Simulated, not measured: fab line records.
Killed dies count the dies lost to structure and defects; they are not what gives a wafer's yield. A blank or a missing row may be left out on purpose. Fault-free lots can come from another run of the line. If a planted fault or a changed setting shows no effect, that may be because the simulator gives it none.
Which of the tools did it? | flow n5 finfet | 10 lots, 30 wafers sampled, at 5 steps of a route of 1938

## WHAT EACH GAUGE READ, for each wafer
N5_BEOL_M13_CD_MEAS_10: target cd 190 nm.
lot  | measured     | on        | cd nm (nm)
L872 | day 12 18:47 | cd sem-01 | 189.2 188.6 187.4
L880 | day 14 12:53 | cd sem-02 | 190.2 191.2 190.8
L882 | day 14 20:38 | cd sem-03 | 191.0 190.2 190.0
L883 | day 15 22:07 | cd sem-01 | 191.1 191.0 189.3
L886 | day 16 23:43 | cd sem-03 | 187.0 189.0 186.7
L889 | day 17 03:35 | cd sem-01 | 189.6 188.8 189.6
L888 | day 17 15:40 | cd sem-02 | 188.5 190.1 189.6
L892 | day 18 08:29 | cd sem-01 | 187.3 187.3 189.5
L890 | day 18 09:05 | cd sem-01 | 186.7 188.4 187.5
L891 | day 18 09:40 | cd sem-02 | 188.4 188.4 186.5

## TOOL THAT RAN EACH LOT (tool first, then ch and the chambers of the sampled wafers, then the start)
lot  | N5_BEOL_M12_DESCUM_15              | N5_BEOL_M12_DEGAS_41         | N5_BEOL_M12_SPUTTER_43       | N5_BEOL_M12_CMP_49
L872 | rie diel-06 ch 0,2, day 12 14:28   | pvd sputter-02, day 12 17:02 | pvd sputter-02, day 12 17:07 | cmp-03 ch 1,2, day 12 17:51
L880 | rie diel-05 ch 0,2,3, day 14 02:41 | pvd sputter-02, day 14 10:48 | pvd sputter-02, day 14 10:53 | cmp-03 ch 1,2,3, day 14 11:53
L882 | rie diel-04 ch 1,2,3, day 14 08:59 | pvd sputter-02, day 14 18:52 | pvd sputter-02, day 14 18:56 | cmp-03 ch 0,2,3, day 14 19:44
L883 | rie diel-05 ch 0,2,3, day 15 15:08 | pvd sputter-01, day 15 20:19 | pvd sputter-01, day 15 20:24 | cmp-03 ch 1,2,3, day 15 21:11
L886 | rie diel-06 ch 0,1,2, day 16 18:37 | pvd sputter-03, day 16 21:58 | pvd sputter-03, day 16 22:03 | cmp-04 ch 0,1,3, day 16 22:46
L889 | rie diel-04 ch 0,2,3, day 16 22:29 | pvd sputter-01, day 17 01:52 | pvd sputter-01, day 17 01:56 | cmp-01 ch 1,2,3, day 17 02:40
L888 | rie diel-05 ch 1,2, day 17 07:45   | pvd sputter-01, day 17 13:26 | pvd sputter-01, day 17 13:31 | cmp-04 ch 1,2, day 17 14:38
L892 | rie diel-04 ch 0,3, day 18 04:43   | pvd sputter-03, day 18 06:44 | pvd sputter-03, day 18 06:49 | cmp-03 ch 0,1,2, day 18 07:39
L890 | rie diel-06 ch 0,1,3, day 18 05:07 | pvd sputter-02, day 18 07:20 | pvd sputter-02, day 18 07:25 | cmp-03 ch 0,2,3, day 18 08:08
L891 | rie diel-05 ch 0,1,3, day 18 05:09 | pvd sputter-02, day 18 07:52 | pvd sputter-02, day 18 07:56 | cmp-01 ch 0,3, day 18 08:44
- N5_BEOL_M12_DESCUM_15: chemistry O2, time 7.9 s.
- N5_BEOL_M12_DEGAS_41: time 60 s.
- N5_BEOL_M12_SPUTTER_43: material TaN, target thk 15 nm, time 24.19 s.
- N5_BEOL_M12_CMP_49: polishes, stops on SiOC, t overpolish 20.6 s, target thk 320 nm.

## AS READ BY THE TOOLS THEMSELVES (means over the sampled wafers that have a number; for cases with no such wafer, the mark the record gives instead)
N5_BEOL_M12_DESCUM_15.
lot  | tool        | drypump motor current A (A) | oes product au (a.u.) | rf vpp V (V) | showerhead plenum p Torr (Torr) | throttle valve pct (%)
L872 | rie diel-06 | 5.64                        | 0.83                  | 245.9        | 2.20                            | 20.31
L880 | rie diel-05 | 5.85                        | 0.79                  | 243.0        | 2.08                            | 20.39
L882 | rie diel-04 | 5.85                        | 0.90                  | 244.8        | 2.18                            | 20.41
L883 | rie diel-05 | 5.89                        | 0.79                  | 242.2        | 2.07                            | 20.40
L886 | rie diel-06 | 5.65                        | 0.78                  | 244.3        | 2.13                            | 20.31
L889 | rie diel-04 | 5.65                        | 0.86                  | 243.4        | 2.16                            | 20.38
L888 | rie diel-05 | 5.91                        | 0.79                  | 243.8        | 2.09                            | 20.15
L892 | rie diel-04 | 5.61                        | 0.83                  | 242.4        | 2.10                            | 20.27
L890 | rie diel-06 | 5.48                        | 0.78                  | 242.8        | 2.10                            | 20.23
L891 | rie diel-05 | 5.75                        | 0.77                  | 242.8        | 2.08                            | 20.22

N5_BEOL_M12_DEGAS_41.
lot  | tool           | heater power w (W)
L872 | pvd sputter-02 | 367
L880 | pvd sputter-02 | 378
L882 | pvd sputter-02 | 371
L883 | pvd sputter-01 | 303
L886 | pvd sputter-03 | 336
L889 | pvd sputter-01 | 307
L888 | pvd sputter-01 | 304
L892 | pvd sputter-03 | 310
L890 | pvd sputter-02 | 373
L891 | pvd sputter-02 | 340

N5_BEOL_M12_SPUTTER_43.
lot  | tool           | cathode dc power W (W) | throttle valve pct (%)
L872 | pvd sputter-02 | 14995                  | 30.8
L880 | pvd sputter-02 | 14432                  | 30.5
L882 | pvd sputter-02 | 14431                  | 30.8
L883 | pvd sputter-01 | 14999                  | 30.7
L886 | pvd sputter-03 | 15001                  | 30.8
L889 | pvd sputter-01 | 15000                  | 30.7
L888 | pvd sputter-01 | 15001                  | 30.7
L892 | pvd sputter-03 | 15000                  | 29.2
L890 | pvd sputter-02 | 15000                  | 30.7
L891 | pvd sputter-02 | 15002                  | 31.6

N5_BEOL_M12_CMP_49.
lot  | tool   | barrier field endpoint s (s) | clearing platen rpm (rpm) | motor current A (A)
L872 | cmp-03 | 31.0                         | 50.000                    | 5.9
L880 | cmp-03 | 30.4                         | 49.978                    | 5.8
L882 | cmp-03 | 29.1                         | 49.976                    | 6.4
L883 | cmp-03 | 30.5                         | 50.004                    | 5.9
L886 | cmp-04 | 30.4                         | 50.006                    | 6.0
L889 | cmp-01 | 30.8                         | 50.009                    | 5.5
L888 | cmp-04 | 29.6                         | 50.005                    | 5.8
L892 | cmp-03 | 31.2                         | 49.996                    | 6.7
L890 | cmp-03 | 30.5                         | 49.969                    | 6.5
L891 | cmp-01 | 29.9                         | 49.998                    | 5.2

## THE ANSWER, worked out from the rows above alone
Rule: the lots themselves supply what counts as usual. Put in order of their means at a reading, lots are off if they are a third of the lots or fewer, leave a main group of 4 or more, and stand apart from it by a gap of 3 or more times the standard deviation of the main group's means; of several such gaps the widest counts. If all means in a main group match to the digits the tables above print for the reading, that group is not used. A lot without any number at a reading at which 4 lots or more have one is off too. All remaining lots with rows at the step are treated as sound. After the gauges, taken in route order, come the tools' own readings; for these a lot's mean is taken, as printed above. The first step at which some lot is off is used, and at that step the reading that is off furthest; a lot without a number counts as furthest.
Off at N5_BEOL_M12_SPUTTER_43 (cathode dc power W): L880, L882. The main group: mean 15000 W, standard deviation 2.
If a tool, at that step or one of the process steps before it, ran each lot that is off and ran no sound lot following the first of them, it fits. No candidate that was tried fits.

## WHAT THE SIMULATOR PUT IN
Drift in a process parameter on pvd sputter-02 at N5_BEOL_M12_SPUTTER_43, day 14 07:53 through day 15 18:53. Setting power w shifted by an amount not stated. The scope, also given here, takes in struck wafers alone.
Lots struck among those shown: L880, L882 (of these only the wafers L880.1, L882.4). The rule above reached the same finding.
